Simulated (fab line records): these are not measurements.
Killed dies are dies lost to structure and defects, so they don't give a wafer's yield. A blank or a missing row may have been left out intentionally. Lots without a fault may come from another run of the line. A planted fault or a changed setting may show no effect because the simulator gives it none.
Matching of chambers	flow n5_finfet	rie_diel-05 running N5_MOL_CONTACT_COAG_ETCH_67: 4 sister chambers
The step etches SOC in N2/H2, target depth 60 nm, overetch 21 nm, time 101.2 s. 7 wafers are shown with their chamber, then 7 later ones without.

EACH WAFER AND ITS CHAMBER
wafer	chamber	showerhead_plenum_p_Torr (Torr)	throttle_valve_pct (%)
L074.6	0	2.56	17.83
L085.5	2	2.64	17.64
L087.4	0	2.54	17.89
L088.3	3	2.66	17.61
L088.5	2	2.64	17.63
L089.1	1	2.56	17.98
L089.5	1	2.56	17.97

WAFERS WITHOUT THEIR CHAMBER
wafer	showerhead_plenum_p_Torr (Torr)	throttle_valve_pct (%)
L089.6	2.64	17.65
L094.1	2.63	17.67
L094.2	2.56	17.99
L094.3	2.54	17.92
L096.2	2.63	17.67
L096.4	2.66	17.63
L096.5	2.65	17.65

WHICH CHAMBER EACH WENT THROUGH
wafer	from the rows above	in truth
L089.6	2	2
L094.1	2	2
L094.2	1	1
L094.3	can't be placed: 0 or 1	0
L096.2	2	2
L096.4	can't be placed: 3 or 2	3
L096.5	can't be placed: 2 or 3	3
Correctly placed: 4 of 7. Can't be placed from these rows: 3 (the true chamber is among the candidates in 3). 0 placed wrongly.
How it was worked out, from the rows above alone: a wafer's distance from a chamber is the root of the sum, over the readings, of the square of ((its reading less the chamber's mean) divided by the reading's scatter). If the next closest chamber is less than 2 further off than the closest, the wafer can't be placed; otherwise it belongs to the closest. For every chamber, the mean is computed from those of its wafers that are shown. The scatter: take each reading less its chamber's mean, square it, sum over the shown wafers, divide by the number of wafers less the number of chambers, and take the root.
